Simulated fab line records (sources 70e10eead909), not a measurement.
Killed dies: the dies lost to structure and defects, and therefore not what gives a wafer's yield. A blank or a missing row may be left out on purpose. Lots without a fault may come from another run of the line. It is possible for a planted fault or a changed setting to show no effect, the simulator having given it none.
Comparing a struck lot with a sound one ; flow nandHarc ; 15 out of 1159 route steps
Sound: the wafers L465.1, L465.3, L465.4. Wafers struck: L472.1, L472.5, L472.6. The cause comes at the end.
Order at every step that has rows: each side's tool, ch and its chambers, its first start. Under that, the readings that differ: sound wafers ; struck wafers ; difference of the means ; sigmas: that difference in standard deviations of wafers without a fault.
alike: same words and numbers on both sides, and readings whose means sit less than 2 such deviations apart. not compared: any withheld reading, any reading some wafer has no value for, any bound like >300 that may hide the same value, and any number with overlapping values for which the record gives no deviation.
The two part at a step that has a row with sigmas, a row that says differs or no value, or rows on one side only. When numbers do not overlap yet have no deviation, they are printed without sigmas and do not part them. A reading that every wafer of one side lacks parts them only if that side has two wafers or more.

first, 8 steps without rows for these wafers: NHARC_A_BONDPAD_HMDS_02 (time 30 s); NHARC_A_BONDPAD_COAT_33 (time 65 s); NHARC_A_BONDPAD_COAT_03 (resist thk 600 nm); NHARC_A_BONDPAD_SOFTBAKE_04 (time 70 s); NHARC_A_BONDPAD_EBR_05; NHARC_A_BONDPAD_EXPOSE_06 (exposes mask A BPAD); NHARC_A_BONDPAD_PEB_07 (peb time 80 s); NHARC_A_BONDPAD_DEVELOP_08 (time 50 s).
NHARC_A_BONDPAD_CD_MEAS_09: target cd 500 nm.
  sound on cdSem-03 ch 0, day 19 06:07; struck on cdSem-02 ch 0, day 21 07:06
  alike: cdNm
NHARC_A_BONDPAD_OVL_MEAS_35:
  struck on overlay-02, day 21 07:11; sound on overlay-01, day 19 06:13
  alike: overlayXNm, overlayYNm
then, 1 step without rows for these wafers: NHARC_A_BONDPAD_HARDBAKE_10 (time 65 s).
NHARC_A_BONDPAD_DESCUM_11: chemistry O2, time 3 s.
  sound on rieDiel-02 ch 1,2,3, day 19 06:21; struck on rieDiel-07 ch 0,1,3, day 21 07:20
  alike: chamberPressureMTorr, drypumpMotorCurrentA, oesProductAu, rfVppV, showerheadPlenumPTorr, throttleValvePct
  not compared: rfHoursCounterH
NHARC_A_BONDPAD_ETCH_34: etches the open film in N2/H2, target depth 60 nm, overetch 18 nm, time 65.91 s.
  sound on rieDiel-02 ch 0,1,3, day 19 06:28; struck on rieDiel-07 ch 2,3, day 21 07:24
  no value came back on the struck wafers for any of 8 readings (biasW (W), chamberPressureMTorr (mTorr) and others); on the sound wafers biasW (W) reads 150.0 150.5 149.5
NHARC_A_BONDPAD_ETCH_12: etches the open film in CHF3/O2, target depth 220 nm, time 110 s.
  sound on rieDiel-02 ch 0,1,3; struck on rieDiel-07 ch 0,1,3, day 21 07:31
  alike: biasW, chamberPressureMTorr, drypumpMotorCurrentA, oesProductAu, rfVppV, showerheadPlenumPTorr, throttleValvePct
  not compared: rfHoursCounterH
NHARC_END_SORT_01:
  at this point the record logs the struck wafers (prober-01 ch 0, day 22 13:35) and has no rows for the sound ones

== WHERE THEY PART ==
Last at NHARC_END_SORT_01 as far as this record goes, first at NHARC_A_BONDPAD_ETCH_34.

WHY: the cause the simulator had injected
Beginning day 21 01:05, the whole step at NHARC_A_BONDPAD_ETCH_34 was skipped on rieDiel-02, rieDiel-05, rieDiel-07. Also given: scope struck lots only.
